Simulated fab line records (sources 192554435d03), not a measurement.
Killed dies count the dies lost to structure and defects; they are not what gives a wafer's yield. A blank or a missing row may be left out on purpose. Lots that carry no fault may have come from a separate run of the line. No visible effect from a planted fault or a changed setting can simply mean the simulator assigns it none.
fab line records | flow n5_finfet | part 2 of 2: steps 18 to 25 of 25
[record] lots = 5 | wafers = 15 | last_day = 18
route steps=1938 shown BEOL_M2@848
lots that met no fault: from a run of the same line without faults
start_h: hours from the record's opening day to when the first of the lot's shown wafers began | wait_h: hours since the lot's step before | " identical to the entry in the row above | L1.1+2: one row covering several wafers at once | - no value present, or no start provided | * or withheld: withheld | < > ~ a bound
route shown NAME@n: a module of which the file shows steps, and the number in the route of the first | usual: mean/standard deviation of fault-free wafers | same: alike in all rows | chamber/n: place in a boat | sites: readings site by site | _std_site: the standard deviation of these | _edge_site: inner sites' mean taken away from outer sites' mean | radius_mm: for every site, how far away it sits from the centre of the wafer | mask NAME#n: copy n | behind: the tool/chamber that last shaped the wafer | hold: reason for holding the lot/hours on hold/outcome of the hold | device: names the non-switching transistor (n, p or np) | end of line: the same wafers' tests at the end of the route | for a step that has no rows: nothing shown but its recipe | killed: dies that structure and defects cost at the first sort, which is not the same as the wafer's yield | map: shows each die of a wafer: x if killed, . if not, _ if none is there
set.NAME: the setting as run; set.NAME@STEP: as run at that earlier step | model.NAME: the simulator's own value behind a step, which no gauge read
a table for each step, a row for each wafer; lots at some steps of the route
services: when a tool's chamber went out of use (start_h, in hours from the record's first day, below 0 if earlier), for how many hours, and the reason
[[steps]]
[step N5_BEOL_M2_STRIP_19]
[recipe] chemistry = O2 | power_w = 400 | temp_c = 40 | pressure_mtorr = 30 | rf_frequency_hz = 6e+07 | bias_power_w = 0 | overash_fraction = 0.2 | o2_flow_sccm = 225
[usual] drypump_motor_current_A = 5.6/0.51 | oes_product_au = 0.81/0.081 | rf_vpp_V = 3.6/0.46 | showerhead_plenum_p_Torr = 2.10/0.075 | throttle_valve_pct = 16.63/0.22
lot.wafer | tool        | chamber | start_h | wait_h | drypump_motor_current_A | oes_product_au | rf_hours_counter_h | rf_vpp_V | showerhead_plenum_p_Torr | throttle_valve_pct
L074.2    | rie_diel-03 | 0       | 135.84  | 0.1    | 5.2                     | 0.80           | 89                 | 3.7      | 2.19                     | 16.61
L074.4    | "           | 1       | "       | "      | 6.2                     | 0.83           | 81                 | 3.5      | 2.10                     | 16.22
L074.6    | "           | 1       | "       | "      | 6.3                     | 0.83           | -                  | 3.7      | 2.10                     | 16.22
L077.1    | rie_diel-03 | 3       | 144.60  | 0.1    | 5.7                     | 0.83           | 79                 | 3.3      | 2.03                     | 16.40
L077.5    | "           | 1       | "       | "      | 6.3                     | 0.81           | -                  | 3.3      | 2.10                     | 16.23
L077.6    | "           | 2       | "       | "      | 5.6                     | 0.86           | -                  | 3.8      | 2.05                     | 16.79
L090.2    | rie_diel-04 | 3       | 232.14  | 0.1    | 5.8                     | 0.69           | 204                | 3.5      | 2.08                     | 16.62
L090.4    | "           | 0       | "       | "      | 4.9                     | 0.80           | 109                | 3.7      | 2.03                     | 16.74
L090.5    | "           | 1       | "       | "      | 5.7                     | 0.73           | -                  | 3.8      | 2.00                     | 16.42
L095.1    | rie_diel-03 | 3       | 264.90  | 0.2    | 5.7                     | 0.77           | 123                | 4.1      | 2.01                     | 16.49
L095.3    | "           | 0       | "       | "      | 5.1                     | 0.75           | 137                | 3.9      | 2.17                     | 16.72
L095.6    | "           | 1       | "       | "      | 6.3                     | 0.78           | -                  | 3.4      | 2.08                     | 16.31
L097.2    | rie_diel-03 | 2       | 268.95  | 0.1    | 5.6                     | 0.79           | 104                | 3.9      | 2.04                     | 16.87
L097.5    | "           | 0       | "       | "      | 5.2                     | 0.75           | -                  | 2.9      | 2.17                     | 16.72
L097.6    | "           | 3       | "       | "      | 5.7                     | 0.77           | -                  | 4.0      | 2.01                     | 16.50
[step N5_BEOL_M2_CD_MEAS_18]
[recipe] pitch_nm = 36 | target_cd_nm = 18
[usual] cd_nm = 18.0/0.33
lot.wafer | tool      | chamber | start_h | wait_h | cd_nm
L074.2    | cd_sem-03 | -       | 135.91  | 0.1    | 17.7
L074.4    | "         | -       | "       | "      | 18.5
L074.6    | "         | -       | "       | "      | 17.4
L077.1    | cd_sem-03 | -       | 144.67  | 0.0    | 18.0
L077.5    | "         | -       | "       | "      | 18.0
L077.6    | "         | -       | "       | "      | 18.3
L090.2    | cd_sem-03 | -       | 232.21  | 0.1    | 18.2
L090.4    | "         | -       | "       | "      | 18.3
L090.5    | "         | -       | "       | "      | 18.0
L095.1    | cd_sem-01 | -       | 264.97  | 0.0    | 17.9
L095.3    | "         | -       | "       | "      | 17.7
L095.6    | "         | -       | "       | "      | 18.4
L097.2    | cd_sem-03 | -       | 269.03  | 0.1    | 17.9
L097.5    | "         | -       | "       | "      | 17.7
L097.6    | "         | -       | "       | "      | 18.0
[step N5_BEOL_M2_COAT_67]
[recipe] resist = SOC | temp_c = 250 | time_s = 60 | spin_rpm = 1500 | resist_thk_nm = 60
[usual] chill_plate_temp_C = 23.00/0.12 | exhaust_pa = 45.0/0.89 | plate_temp_C = 250.01/0.2 | spin_speed_rpm = 1499.9/0.99
lot.wafer | tool           | chamber | start_h | wait_h | chill_plate_temp_C | exhaust_pa | plate_temp_C | spin_speed_rpm
L074.2    | litho_track-01 | 0       | 135.94  | 0.0    | 23.03              | 45.2       | 249.96       | 1500.6
L074.4    | "              | 0       | "       | "      | 22.91              | 44.0       | 250.08       | 1496.7
L074.6    | "              | 0       | "       | "      | 22.99              | 46.3       | 250.02       | 1501.0
L077.1    | litho_track-03 | 0       | 144.71  | 0.0    | 23.11              | 44.6       | 250.10       | 1498.7
L077.5    | "              | 0       | "       | "      | 23.21              | 43.7       | 250.19       | 1501.3
L077.6    | "              | 0       | "       | "      | 23.16              | 43.7       | 250.16       | 1498.7
L090.2    | litho_track-03 | 0       | 232.25  | 0.0    | 23.06              | 45.0       | 249.88       | 1500.1
L090.4    | "              | 0       | "       | "      | 23.11              | 45.1       | 249.95       | 1500.2
L090.5    | "              | 0       | "       | "      | 23.02              | 44.4       | 249.85       | 1499.9
L095.1    | litho_track-03 | 0       | 265.00  | 0.0    | 23.03              | 44.7       | 250.23       | 1498.4
L095.3    | "              | 0       | "       | "      | 22.97              | 44.5       | 250.05       | 1501.1
L095.6    | "              | 0       | "       | "      | 23.20              | 46.4       | 250.12       | 1499.1
L097.2    | litho_track-03 | 0       | 269.06  | 0.0    | 23.11              | 44.6       | 249.71       | 1500.0
L097.5    | "              | 0       | "       | "      | 22.93              | 44.7       | 249.79       | 1502.1
L097.6    | "              | 0       | "       | "      | 22.91              | 44.8       | 249.89       | 1501.1
[step N5_BEOL_M2_COAT_68]
[recipe] resist = SiARC | temp_c = 220 | time_s = 60 | spin_rpm = 1500 | resist_thk_nm = 12
[usual] chill_plate_temp_C = 22.99/0.11 | exhaust_pa = 45.0/0.93 | plate_temp_C = 220.00/0.15 | spin_speed_rpm = 1499.9/0.95
lot.wafer | tool           | chamber | start_h | wait_h | chill_plate_temp_C | exhaust_pa | plate_temp_C | spin_speed_rpm
L074.2    | litho_track-01 | 0       | -       | -      | 22.96              | 46.9       | 220.02       | 1499.6
L074.4    | "              | 0       | "       | "      | 22.89              | 45.4       | 220.09       | 1500.8
L074.6    | "              | 0       | "       | "      | 23.22              | 45.2       | 220.07       | 1501.8
L077.1    | litho_track-03 | 0       | -       | -      | 23.23              | 45.1       | 220.12       | 1500.0
L077.5    | "              | 0       | "       | "      | 22.85              | 44.6       | 219.96       | 1501.1
L077.6    | "              | 0       | "       | "      | 22.97              | 45.1       | 219.80       | 1500.6
L090.2    | litho_track-03 | 0       | -       | -      | 23.05              | 45.9       | 220.21       | 1500.1
L090.4    | "              | 0       | "       | "      | 23.01              | 46.0       | 220.05       | 1499.2
L090.5    | "              | 0       | "       | "      | 22.89              | 45.5       | 220.04       | 1499.1
L095.1    | litho_track-03 | 0       | -       | -      | 23.09              | 45.5       | 219.99       | 1500.1
L095.3    | "              | 0       | "       | "      | 23.17              | 43.9       | 220.04       | 1498.6
L095.6    | "              | 0       | "       | "      | 23.06              | 45.3       | 220.13       | 1500.0
L097.2    | litho_track-03 | 0       | -       | -      | 23.05              | 46.0       | 219.87       | 1499.7
L097.5    | "              | 0       | "       | "      | 23.03              | 46.0       | 220.11       | 1499.4
L097.6    | "              | 0       | "       | "      | 22.95              | 45.1       | 220.24       | 1500.9
[step N5_BEOL_M2_COAT_76]
[recipe] resist = underlayer | temp_c = 205 | time_s = 60 | spin_rpm = 1500 | resist_thk_nm = 5
[usual] chill_plate_temp_C = 22.98/0.11 | exhaust_pa = 45.1/0.88 | plate_temp_C = 204.95/0.16 | spin_speed_rpm = 1499.9/0.91
lot.wafer | tool           | chamber | start_h | wait_h | chill_plate_temp_C | exhaust_pa | plate_temp_C | spin_speed_rpm
L074.2    | litho_track-01 | 0       | -       | -      | 23.11              | 45.3       | 205.05       | 1498.9
L074.4    | "              | 0       | "       | "      | 22.98              | 45.9       | 204.95       | 1501.6
L074.6    | "              | 0       | "       | "      | 23.06              | 46.0       | 204.93       | 1500.3
L077.1    | litho_track-03 | 0       | -       | -      | 22.87              | 44.0       | 205.03       | 1500.3
L077.5    | "              | 0       | "       | "      | 22.93              | 44.2       | 204.98       | 1498.9
L077.6    | "              | 0       | "       | "      | 22.74              | 43.5       | 205.08       | 1501.0
L090.2    | litho_track-03 | 0       | -       | -      | 22.88              | 45.8       | 204.80       | 1499.8
L090.4    | "              | 0       | "       | "      | 22.93              | 45.8       | 204.98       | 1500.1
L090.5    | "              | 0       | "       | "      | 22.83              | 44.8       | 204.85       | 1500.5
L095.1    | litho_track-03 | 0       | -       | -      | 23.01              | 46.5       | 205.28       | 1498.4
L095.3    | "              | 0       | "       | "      | 22.86              | 45.4       | 204.87       | 1497.7
L095.6    | "              | 0       | "       | "      | 23.03              | 46.8       | 204.91       | 1499.5
L097.2    | litho_track-03 | 0       | -       | -      | 22.93              | 44.4       | 204.94       | 1499.3
L097.5    | "              | 0       | "       | "      | 22.97              | 46.1       | 205.04       | 1499.5
L097.6    | "              | 0       | "       | "      | 22.99              | 45.5       | 204.89       | 1501.2
[step N5_BEOL_M2_COAT_22]
[recipe] resist = CAR-EUV | spin_rpm = 1500 | resist_thk_nm = 30
[usual] chill_plate_temp_C = 23.01/0.096 | exhaust_pa = 44.9/0.95 | spin_speed_rpm = 1499.9/1.1
lot.wafer | tool           | chamber | start_h | wait_h | chill_plate_temp_C | exhaust_pa | spin_speed_rpm
L074.2    | litho_track-01 | 0       | -       | -      | 22.92              | 45.3       | 1500.5
L074.4    | "              | 0       | "       | "      | 23.10              | 43.9       | 1500.2
L074.6    | "              | 0       | "       | "      | 23.06              | 43.6       | 1501.3
L077.1    | litho_track-03 | 0       | -       | -      | 23.00              | 46.4       | 1501.1
L077.5    | "              | 0       | "       | "      | 23.05              | 46.2       | 1500.3
L077.6    | "              | 0       | "       | "      | 23.07              | 44.6       | 1500.6
L090.2    | litho_track-03 | 0       | -       | -      | 23.14              | 44.0       | 1500.0
L090.4    | "              | 0       | "       | "      | 23.11              | 44.0       | 1499.8
L090.5    | "              | 0       | "       | "      | 23.10              | 45.7       | 1500.8
L095.1    | litho_track-03 | 0       | -       | -      | 22.90              | 45.4       | 1501.4
L095.3    | "              | 0       | "       | "      | 23.20              | 46.7       | 1499.4
L095.6    | "              | 0       | "       | "      | 22.93              | 45.5       | 1498.9
L097.2    | litho_track-03 | 0       | -       | -      | 23.10              | 44.8       | 1499.8
L097.5    | "              | 0       | "       | "      | 23.11              | 44.9       | 1499.9
L097.6    | "              | 0       | "       | "      | 23.05              | 44.6       | 1499.7
[step N5_BEOL_M2_EBR_24]
[recipe] solvent = PGMEA | ebr_width_mm = 1.5
[usual] chill_plate_temp_C = 23.01/0.095 | exhaust_pa = 44.9/0.85
lot.wafer | tool           | chamber | start_h | wait_h | chill_plate_temp_C | exhaust_pa
L074.2    | litho_track-01 | 0       | -       | -      | 23.11              | 44.1
L074.4    | "              | 0       | "       | "      | 23.04              | 43.9
L074.6    | "              | 0       | "       | "      | 23.13              | 43.0
L077.1    | litho_track-03 | 0       | -       | -      | 22.90              | 46.0
L077.5    | "              | 0       | "       | "      | 22.95              | 44.8
L077.6    | "              | 0       | "       | "      | 23.01              | 46.1
L090.2    | litho_track-03 | 0       | -       | -      | 23.09              | 45.6
L090.4    | "              | 0       | "       | "      | 23.00              | 43.9
L090.5    | "              | 0       | "       | "      | 23.00              | 44.4
L095.1    | litho_track-03 | 0       | -       | -      | 22.93              | 44.8
L095.3    | "              | 0       | "       | "      | 23.15              | 45.3
L095.6    | "              | 0       | "       | "      | 23.10              | 44.6
L097.2    | litho_track-03 | 0       | -       | -      | 23.07              | 45.2
L097.5    | "              | 0       | "       | "      | 22.88              | 45.6
L097.6    | "              | 0       | "       | "      | 23.01              | 45.0
[step N5_BEOL_M2_SOFTBAKE_23]
[recipe] temp_c = 110 | time_s = 60 | resist = CAR-EUV
[usual] chill_plate_temp_C = 23.01/0.12 | exhaust_pa = 44.8/0.87 | plate_temp_C = 109.98/0.12
lot.wafer | tool           | chamber | start_h | wait_h | chill_plate_temp_C | exhaust_pa | plate_temp_C
L074.2    | litho_track-01 | 0       | -       | -      | 23.01              | 45.6       | 109.97
L074.4    | "              | 0       | "       | "      | 22.93              | 44.7       | 109.95
L074.6    | "              | 0       | "       | "      | 23.10              | 45.2       | 110.04
L077.1    | litho_track-03 | 0       | -       | -      | 22.92              | 45.8       | 110.12
L077.5    | "              | 0       | "       | "      | 22.98              | 45.4       | 109.90
L077.6    | "              | 0       | "       | "      | 23.01              | 44.4       | 110.00
L090.2    | litho_track-03 | 0       | -       | -      | 23.08              | 46.2       | 109.95
L090.4    | "              | 0       | "       | "      | 23.03              | 46.2       | 109.97
L090.5    | "              | 0       | "       | "      | 23.00              | 45.4       | 109.98
L095.1    | litho_track-03 | 0       | -       | -      | 23.15              | 45.7       | 110.05
L095.3    | "              | 0       | "       | "      | 23.16              | 44.9       | 109.88
L095.6    | "              | 0       | "       | "      | 23.12              | 44.2       | 109.99
L097.2    | litho_track-03 | 0       | -       | -      | 23.14              | 44.7       | 110.11
L097.5    | "              | 0       | "       | "      | 23.08              | 44.5       | 110.21
L097.6    | "              | 0       | "       | "      | 23.19              | 44.9       | 109.93
[[services]]
tool           | chamber | start_h | hours | kind
rie_diel-06    | 0       | 112.78  | -     | clean
euv_scanner-01 | -       | 112.82  | 0.8   | repair
rie_metal-02   | -       | 121.15  | 4.3   | pm
euv_scanner-01 | -       | 121.73  | 4.6   | pm
rie_metal-03   | -       | 128.76  | 2.8   | pm
euv_scanner-02 | -       | 129.63  | 4.6   | pm
euv_scanner-02 | -       | 141.52  | 1.8   | repair
rie_diel-04    | 2       | 142.43  | 9.2   | repair
euv_scanner-01 | -       | 144.28  | 1.0   | pm
euv_scanner-02 | -       | 161.81  | 1.0   | pm
rie_diel-04    | 3       | 166.11  | 2.1   | repair
rie_metal-02   | -       | 181.30  | 1.0   | repair
euv_scanner-01 | -       | 200.45  | 1.0   | pm
rie_diel-06    | -       | 202.66  | 1.0   | repair
euv_scanner-02 | -       | 203.30  | 3.1   | repair
rie_metal-03   | 0       | 205.63  | 1.3   | repair
euv_scanner-02 | -       | 217.96  | 1.0   | pm
rie_metal-01   | -       | 230.37  | 28.1  | pm
euv_scanner-02 | -       | 231.02  | 0.7   | repair
litho_track-04 | -       | 240.26  | -     | consumable_replace:filter
euv_scanner-01 | -       | 245.13  | 0.6   | repair
euv_scanner-01 | -       | 256.58  | 1.0   | pm
rie_metal-03   | -       | 264.87  | 4.7   | repair
rie_diel-03    | 1       | 265.87  | 8.3   | repair
